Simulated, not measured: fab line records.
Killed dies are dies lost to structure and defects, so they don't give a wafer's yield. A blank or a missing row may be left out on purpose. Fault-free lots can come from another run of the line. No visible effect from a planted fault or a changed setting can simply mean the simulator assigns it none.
A struck lot beside a sound one / flow n5-finfet / 38 out of 1938 route steps
Sound: wafers L489.2, L489.3, L489.6. Struck: wafer L487.3 (left out: L487.6, a lot-mate that was not struck); the cause follows at the end.
Order at every step that has rows: each side's tool, ch and its chambers, its first start. Under that, the readings that differ: sound wafers / struck wafers / difference of the means / sigmas: that difference in standard deviations of wafers without a fault.
alike: a reading whose means differ by less than 2 such deviations, as well as words and numbers matching on both sides. not compared: withheld readings; readings where some wafer has no value; bounds like >300 that might hide an equal value; numbers whose values overlap and for which the record gives no deviation.
A row with sigmas, a row that says differs or no value, or rows on one side alone: a step with any of these is where the two part. When numbers do not overlap yet have no deviation, they are printed without sigmas and do not part them. A reading that every wafer of one side lacks parts them only if that side has two wafers or more.

first, 12 steps without rows for these wafers: N5_SD_EPI_P_STRIP_38 (strips in N2/H2); N5_SD_EPI_P_ETCHBACK_46 (etches SiNx in CH3F/O2, stops on SiO2, target depth 17.5 nm); N5_SD_EPI_P_ETCH_47 (etches SiOCN in CH3F/O2, target depth 25 nm); N5_SD_EPI_P_ETCH_16 (etches SiO2 in CHF3/O2, target depth 5 nm); N5_SD_EPI_P_STRIP_50 (strips in CHF3/O2); N5_SD_EPI_P_SD_RECESS_17 (chemistry HBr/Cl2/O2, target depth 39.1 nm, bt time 3 s); N5_SD_EPI_P_WET_ETCH_45 (etches SiO2 in dHF, time 10.7 s, target depth 2 nm, rinse time 30 s); N5_SD_EPI_P_STRIP_40 (strips in N2/H2); N5_SD_EPI_P_PRECLEAN_52 (cleans in O3/DIW, time 60 s); N5_SD_EPI_P_SRD_20 (time 30 s); N5_SD_EPI_P_PRECLEAN_51 (cleans in NF3:NH3, afs cycles 1, time 20 s, sublimation time 60 s); N5_SD_EPI_P_VAPOR_ETCH_44 (etches SiGe30 in NF3/Ar, time 3.3 s).
N5_SD_EPI_P_EPI_21: deposits SiGe:B, time 355 s.
  sound on epi-rpcvd-04 ch 0, day 7 11:58; struck on epi-rpcvd-01 ch 0, day 6 22:00
reading=model.SiGe-B_of_SD_EPI_P_EPI_21.thk-nm (nm); sound=59.4 60.6 60.2; struck=75.6; difference=+15.5; sigmas=
N5_SD_EPI_P_EPI_MEAS_23:
  sound on film-metro-01, day 7 13:49; struck on film-metro-02, day 6 23:59
reading=thk-nm (nm); sound=60.7 61.3 58.5; struck=76.3; difference=+16.1; sigmas=+12
then, 8 steps without rows for these wafers: N5_SD_EPI_P_HM_STRIP_48 (strips SiNx in H3PO4, material SiNx, target depth 3 nm); N5_SD_EPI_P_SRD_49 (time 30 s); N5_SD_EPI_P_PRECLEAN_24 (cleans in O3/DIW, time 45 s); N5_SD_EPI_P_PRECLEAN_32 (cleans in dHF, time 10 s); N5_SD_EPI_P_PRECLEAN_33 (cleans in SC2, time 45 s); N5_SD_EPI_P_SRD_25 (time 30 s); N5_SD_ACTIVATION_RTA_00 (time 0 s); N5_SD_ACTIVATION_LSA_01 (time 0.0008 s).
N5_SD_ACTIVATION_RS_MEAS_03: a four-point-probe measurement.
  sound on film-metro-01, day 7 14:27; struck on film-metro-02, day 7 00:40
reading=RS_SD_P (ohm/sq); sound=57.4 56.6 56.8; struck=45.3; difference=-11.6; sigmas=-13
  alike: RS_SD_N
then, 12 steps without rows for these wafers: N5_ILD0_LINER_00 (material SiNx, target thk 4 nm, pulse time 1 s, purge time 2 s); N5_ILD0_FCVD_FILL_01 (material SiO2 flowable, target thk 200 nm, time 328.3 s); N5_ILD0_CURE_02 (time 1800 s); N5_ILD0_CMP_03 (polishes, stops on SiNx, t overpolish 1.9 s, target thk 197.38 nm); N5_ILD0_CMP_07 (polishes SiO2 flowable, stops on poly-Si, t overpolish 1.18 s, target thk 138.88 nm); N5_ILD0_PRECLEAN_10 (cleans in NF3:NH3, afs cycles 5, time 20 s, sublimation time 60 s); N5_ILD0_ALD_15 (deposits SiNx, target thk 24 nm, pulse time 1 s, ald cycles 480); N5_ILD0_CMP_12 (polishes SiNx, stops on poly-Si, t overpolish 6 s, target thk 17.67 nm); N5_SDB_HM_DEP_00 (deposits SiNx from SiH4/NH3/N2, target thk 40 nm, time 35.3 s); N5_SDB_COAT_03 (time 60 s, resist thk 100 nm); N5_SDB_COAT_04 (time 60 s, resist thk 18 nm); N5_SDB_COAT_05 (resist thk 90 nm).
N5_MOL_CONTACT_COAG_ETCH_110: etches Si in CF4/O2, target depth 2.5 nm, time 8 s.
  sound on rie-diel-05 ch 2,3, day 8 21:34; struck on rie-diel-06 ch 1, day 8 06:58
reading=rf-vpp-V (V); sound=121.3 126.3 127.5; struck=131.3; difference=+6.3; sigmas=+2
reading=throttle-valve-pct (%); sound=11.00 10.44 10.44; struck=11.09; difference=+0.46; sigmas=+2
reading=model.SiGe-B_of_SD_EPI_P_EPI_21.thk-nm (nm); sound=56.8 57.8 57.4; struck=72; difference=+15; sigmas=
  alike: drypump-motor-current-A, oes-product-au, showerhead-plenum-p-Torr
  not compared: rf-hours-counter-h
-- the record jumps here: 3 days lie between the struck wafers' starts before and after (it left off in module MOL_CONTACT_COAG and takes up again in module BEOL_M4, whose first step shown is number 1111 of the route) --
N5_BEOL_M4_RC_MEAS_101:
  sound on prober-01 ch 0, day 12 01:40; struck on prober-02 ch 0, day 11 07:01
reading=DIBL_N (mV/V); sound=35.0 33.0 35.0; struck=38.6; difference=+4.3; sigmas=+3
reading=DIBL_P (mV/V); sound=33.8 32.7 34.3; struck=41.4; difference=+7.8; sigmas=+4
reading=IOFF_N (nA/um); sound=0.13 0.12 0.14; struck=0.21; difference=+0.08; sigmas=+2
reading=IOFF_P (nA/um); sound=0.16 0.15 0.17; struck=0.30; difference=+0.14; sigmas=+4
reading=ION_N (uA/um); sound=653 658 654; struck=679; difference=+24; sigmas=+2
reading=ION_P (uA/um); sound=445 450 444; struck=477; difference=+31; sigmas=+4
reading=RS_SD_P (ohm/sq); sound=67.7 65.7 66.4; struck=53.0; difference=-13.6; sigmas=-10
reading=SS_N (mV/dec); sound=70.6 71.1 70.7; struck=72.2; difference=+1.4; sigmas=+2
reading=SS_P (mV/dec); sound=72.8 73.0 72.9; struck=74.4; difference=+1.5; sigmas=+2
reading=VT_N (mV); sound=253 255 254; struck=246; difference=-8; sigmas=-2
reading=VT_P (mV); sound=-257 -255 -255; struck=-245; difference=+11; sigmas=+3
following that, these wafers have no rows for 1 step: N5_PASSIVATION_PROBE_49.

## WHERE THEY PART
First at N5_SD_EPI_P_EPI_MEAS_23; last, within this record, at N5_BEOL_M4_RC_MEAS_101.

WHY: what had been put in by the simulator
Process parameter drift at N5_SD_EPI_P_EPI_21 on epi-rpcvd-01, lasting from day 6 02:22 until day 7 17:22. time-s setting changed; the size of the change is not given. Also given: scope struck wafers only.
